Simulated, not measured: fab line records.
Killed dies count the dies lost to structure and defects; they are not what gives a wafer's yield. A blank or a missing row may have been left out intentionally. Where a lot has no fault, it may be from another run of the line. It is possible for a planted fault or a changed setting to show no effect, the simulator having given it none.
Code-filled problem report in 8D (eight disciplines) form ; flow nand harc ; the parts of the form that need people (team, actions taken, sign-off) are left out

== 1. WHAT IS WRONG ==
raw defect count at NHARC_P_STI_INSPECT_11 reads a mean of 32.9 on 9 wafers of 3 lots; wafers without a fault read 5.6 with a standard deviation of 2.5. That is +11 standard deviations from the usual mean.
The first sign was on wafer L753.1 at day 11 03:29, on defect inspect-01. At this step, 39 wafers from 13 lots have a number in the record. Rule for "out", or "out of limits": more than 4 standard deviations from the usual mean. The other wafers with a number count as sound.

== 2. WHAT IT IS AND WHAT IT IS NOT ==
question;is;is not
which readings at this step;raw defect count;-
which lots;L753, L754, L755;L738, L739, L740, L741, L742, L743, L745, L746, L747, L756
which wafers of those lots;all that have a number;-
read on which gauges;defect inspect-01, defect inspect-02;-
when;from day 11 03:29;"up to then (27 sound wafers); but 3 sound wafers of L756 came after"

== 3. WHAT RULES OUT EACH SUSPECT ==
Counting: a tool at any process step up to the reading remains a suspect when it ran all the lots that are out and ran no sound lot after the first of those.
- the gauge at NHARC_P_STI_INSPECT_11 is ruled out. Those wafers that are out were read across 2 gauges (defect inspect-01, defect inspect-02).
- furnace-03 at NHARC_P_STI_OXIDE_29 (material SiO2, target thk 10 nm, ox time 1362 s): kept. It ran every lot that is out, first L753 (day 10 16:06), and no sound lot after that; its last sound lot up to then is L747 (day 8 06:42).
Left after counting: furnace-03 at NHARC_P_STI_OXIDE_29.

== 4. THE CAUSE (what the simulator had put in) ==
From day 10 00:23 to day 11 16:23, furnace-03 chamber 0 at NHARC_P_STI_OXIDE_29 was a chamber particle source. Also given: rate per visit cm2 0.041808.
The count eliminated every tool but this one.

== 5. THE EFFECT CHAIN, in route order ==
One row per reading whose mean, taken over the struck wafers that have a number, lies over 3 standard deviations from the usual. Only readings whose record carries a usual standard deviation are examined. hours: median over the lots of the time between each lot's start at the first step of this table that gives one and its start at this step. sigmas: the change, counted in usual standard deviations.
hours;step;reading;usual;on struck wafers;change;sigmas
0;NHARC_P_STI_INSPECT_11;raw defect count;5.6;32.9;+27.3;+11
522;NHARC_END_SORT_01;killed at periphery;4;25;+21;+6.7

== 6. HOW IT WOULD HAVE BEEN CAUGHT EARLIER ==
In this record the first reading out of limits at a measuring or inspecting step was taken at day 11 03:29, 27 hours after the fault began at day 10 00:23.
Among the 3 lots that are out, L755 began NHARC_P_STI_OXIDE_29 on furnace-03 after day 11 03:29. Putting the tool on hold at that point would have spared it.
